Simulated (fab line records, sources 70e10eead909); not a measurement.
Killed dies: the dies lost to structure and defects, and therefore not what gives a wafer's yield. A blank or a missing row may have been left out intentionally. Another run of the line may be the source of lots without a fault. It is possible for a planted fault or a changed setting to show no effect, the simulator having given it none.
Matching of chambers / flow nandHarc / NHARC_P_GATE_ETCH_104 on rieDiel-06 has 4 sister chambers
The step etches the open film in CF4/CHF3, target depth 60 nm. 7 wafers are shown with their chamber, then 7 later ones without.

EACH WAFER AND ITS CHAMBER
wafer=L485.1; chamber=0; rfVppV (V)=373.7; throttleValvePct (%)=16.800
wafer=L485.6; chamber=3; rfVppV (V)=367.7; throttleValvePct (%)=16.811
wafer=L486.2; chamber=0; rfVppV (V)=372.3; throttleValvePct (%)=16.795
wafer=L490.1; chamber=1; rfVppV (V)=371.5; throttleValvePct (%)=16.802
wafer=L490.6; chamber=2; rfVppV (V)=367.0; throttleValvePct (%)=16.812
wafer=L492.3; chamber=2; rfVppV (V)=366.3; throttleValvePct (%)=16.810
wafer=L492.4; chamber=1; rfVppV (V)=373.6; throttleValvePct (%)=16.795

WAFERS WHOSE CHAMBER IS MISSING
wafer=L492.6; rfVppV (V)=367.8; throttleValvePct (%)=16.830
wafer=L493.3; rfVppV (V)=371.8; throttleValvePct (%)=16.791
wafer=L493.5; rfVppV (V)=366.9; throttleValvePct (%)=16.804
wafer=L493.6; rfVppV (V)=371.9; throttleValvePct (%)=16.814
wafer=L498.2; rfVppV (V)=371.8; throttleValvePct (%)=16.804
wafer=L498.4; rfVppV (V)=373.1; throttleValvePct (%)=16.805
wafer=L498.5; rfVppV (V)=371.4; throttleValvePct (%)=16.798

WHICH CHAMBER EACH ONE RAN IN
wafer=L492.6; from the rows above=can't be placed: 3 or 2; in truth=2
wafer=L493.3; from the rows above=can't be placed: 0 or 1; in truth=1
wafer=L493.5; from the rows above=can't be placed: 2 or 3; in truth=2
wafer=L493.6; from the rows above=can't be placed: 3 or 1 or 0 or 2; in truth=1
wafer=L498.2; from the rows above=can't be placed: 1 or 0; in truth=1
wafer=L498.4; from the rows above=can't be placed: 1 or 0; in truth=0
wafer=L498.5; from the rows above=can't be placed: 1 or 0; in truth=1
0 of 7 placed correctly. From these rows, 7 cannot be placed; in 7 the true chamber is one of the candidates. Placed wrongly: 0.
How it was worked out, from the rows above alone: a wafer's distance from a chamber is the root of the sum, over the readings, of the square of ((its reading less the chamber's mean) divided by the reading's scatter). The wafer belongs to the nearest chamber; if the next one is less than 2 further off, it can't be placed. The mean given for a chamber averages the wafers shown for that chamber. The scatter: take each reading less its chamber's mean, square it, sum over the shown wafers, divide by the number of wafers less the number of chambers, and take the root.
